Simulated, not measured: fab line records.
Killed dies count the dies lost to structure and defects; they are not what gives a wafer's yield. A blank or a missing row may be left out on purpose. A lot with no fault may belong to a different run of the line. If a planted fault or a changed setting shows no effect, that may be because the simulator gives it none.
Which of the tools did it? | flow n5Finfet | 22 lots, 66 wafers sampled, at 2 steps of a route of 1938

## WHAT THE GAUGES SHOWED, per wafer
N5_BEOL_M15_CD_MEAS_10 targets a cd of 360 nm. Usual: cdNm at 359.9 nm, with a standard deviation of 1.3.
lot  | measured     | on       | cdNm (nm)         | flag
L074 | day 11 08:28 | cdSem-01 | 361.0 360.4 359.3 | 
L075 | day 11 14:05 | cdSem-01 | 357.9 358.1 359.3 | 
L076 | day 11 19:25 | cdSem-03 | 359.8 360.1 359.8 | 
L077 | day 12 17:44 | cdSem-01 | 359.7 361.2 361.2 | 
L079 | day 12 22:49 | cdSem-02 | 358.1 357.3 357.2 | 
L080 | day 13 15:49 | cdSem-01 | 358.7 358.2 357.9 | 
L081 | day 13 16:27 | cdSem-01 | 359.8 362.6 361.1 | 
L084 | day 14 20:34 | cdSem-02 | 360.4 359.7 358.4 | 
L087 | day 14 23:13 | cdSem-03 | 361.6 359.0 361.0 | 
L083 | day 14 23:53 | cdSem-01 | 363.2 360.8 362.1 | 
L082 | day 15 04:53 | cdSem-01 | 361.4 360.0 360.9 | 
L086 | day 15 05:47 | cdSem-03 | 360.8 359.4 359.6 | 
L085 | day 15 11:34 | cdSem-01 | 359.8 360.1 359.8 | 
L088 | day 15 11:43 | cdSem-01 | 361.3 361.1 360.6 | 
L089 | day 16 00:37 | cdSem-03 | 360.2 359.5 358.0 | 
L091 | day 16 15:28 | cdSem-01 | 359.2 360.7 361.1 | 
L090 | day 16 16:25 | cdSem-03 | 360.1 359.1 359.2 | 
L093 | day 16 22:50 | cdSem-02 | 358.3 358.6 357.9 | 
L095 | day 16 23:11 | cdSem-03 | 362.1 360.0 360.5 | 
L094 | day 16 23:21 | cdSem-01 | 360.4 361.0 359.7 | 
L096 | day 17 03:23 | cdSem-01 | 361.7 360.8 358.0 | 
L097 | day 18 03:40 | cdSem-02 | 359.6 360.6 359.6 | 

## WHICH TOOL RAN EACH LOT (tool, then ch and the chambers of the sampled wafers, then the start)
lot  | N5_BEOL_M15_ILD_DEP_00
L074 | pecvd-04 ch 1,2, day 11 07:47
L075 | pecvd-03 ch 1,2, day 11 13:32
L076 | pecvd-04 ch 0,1, day 11 18:38
L077 | pecvd-03 ch 0,1,2, day 12 17:03
L079 | pecvd-01 ch 0,1,2, day 12 22:08
L080 | pecvd-04 ch 0,1,2, day 13 15:08
L081 | pecvd-04 ch 0,1,2, day 13 15:54
L084 | pecvd-01 ch 0,1, day 14 20:01
L087 | pecvd-04 ch 0,2, day 14 22:40
L083 | pecvd-03 ch 0,1, day 14 23:20
L082 | pecvd-04 ch 0,2, day 15 04:19
L086 | pecvd-01 ch 0,1,2, day 15 05:12
L085 | pecvd-03 ch 1,2, day 15 10:53
L088 | pecvd-01 ch 0,2, day 15 11:10
L089 | pecvd-03 ch 0,1,2, day 15 23:56
L091 | pecvd-04 ch 1,2, day 16 14:39
L090 | pecvd-04 ch 1, day 16 15:45
L093 | pecvd-03 ch 0,2, day 16 22:17
L095 | pecvd-03 ch 0,1,2, day 16 22:30
L094 | pecvd-01 ch 0,1, day 16 22:36
L096 | pecvd-01 ch 0,2, day 17 02:44
L097 | pecvd-04 ch 0,2, day 18 02:59
- N5_BEOL_M15_ILD_DEP_00: deposits SiO2 from TEOS/O2, target thk 1629.3 nm, time 346.1 s.

## WHAT THE TOOLS THEMSELVES READ (means of the sampled wafers that have a number; where no wafer has one, the mark that the record gives instead)
N5_BEOL_M15_ILD_DEP_00. Usual: chamberPressureTorr 6.498 Torr, standard deviation 0.016; heaterPowerW 545 W, standard deviation 88; rfFwdPowerW 898.2 W, standard deviation 2.9; showerheadPlenumPTorr 8.32 Torr, standard deviation 0.045; throttleValvePct 18.1 %, standard deviation 0.78.
lot  | tool     | chamberPressureTorr (Torr) | heaterPowerW (W) | rfFwdPowerW (W) | showerheadPlenumPTorr (Torr) | throttleValvePct (%) | flag
L074 | pecvd-04 | 6.488                      | 492              | 898.5           | 8.30                         | 17.3                 | 
L075 | pecvd-03 | 6.497                      | 611              | 899.5           | 8.33                         | 17.8                 | 
L076 | pecvd-04 | 6.489                      | 476              | 894.8           | 8.33                         | 17.9                 | 
L077 | pecvd-03 | 6.499                      | 561              | 895.0           | 8.34                         | 18.2                 | 
L079 | pecvd-01 | 6.493                      | 486              | 896.3           | 8.28                         | 18.1                 | 
L080 | pecvd-04 | 6.486                      | 603              | 897.4           | 8.33                         | 17.7                 | 
L081 | pecvd-04 | 6.502                      | 581              | 897.1           | 8.34                         | 17.7                 | 
L084 | pecvd-01 | 6.488                      | 510              | 899.7           | 8.26                         | 18.7                 | 
L087 | pecvd-04 | 6.494                      | 503              | 898.1           | 8.34                         | 17.5                 | 
L083 | pecvd-03 | 6.485                      | 504              | 898.8           | 8.34                         | 19.2                 | 
L082 | pecvd-04 | 6.500                      | 535              | 894.5           | 8.37                         | 18.0                 | 
L086 | pecvd-01 | 6.500                      | 455              | 894.4           | 8.29                         | 18.1                 | 
L085 | pecvd-03 | 6.502                      | 692              | 901.5           | 8.32                         | 17.8                 | 
L088 | pecvd-01 | 6.496                      | 519              | 898.0           | 8.27                         | 18.4                 | 
L089 | pecvd-03 | 6.489                      | 540              | 899.4           | 8.33                         | 18.4                 | 
L091 | pecvd-04 | 6.508                      | 526              | 897.4           | 8.30                         | 17.5                 | 
L090 | pecvd-04 | 6.500                      | 534              | 896.0           | 8.30                         | 17.9                 | 
L093 | pecvd-03 | 6.484                      | 520              | 895.0           | 8.35                         | 19.0                 | 
L095 | pecvd-03 | 6.508                      | 586              | 896.6           | 8.34                         | 18.4                 | 
L094 | pecvd-01 | 6.476                      | 487              | 900.7           | 8.28                         | 18.5                 | 
L096 | pecvd-01 | 6.506                      | 538              | 899.7           | 8.29                         | 18.0                 | 
L097 | pecvd-04 | 6.502                      | 513              | 899.1           | 8.35                         | 17.7                 | 

## THE ANSWER, worked out from the rows above alone
Rule: take the mean of a lot's wafers that have a number; if it is more than 3 standard deviations from the usual mean, the lot is off. Also off: a lot with no number at a reading for which 4 or more lots have one. Any other lot the step has rows for is counted as sound. After the gauges, taken in route order, come the tools' own readings; for these a lot's mean is taken, as printed above. At the first step where some lot is off, the reading lying furthest off is the one used; lots without a number count as furthest.
Across all readings shown, no lot is off: no conclusion can be drawn from this.

## WHAT THE SIMULATOR HAD INSERTED
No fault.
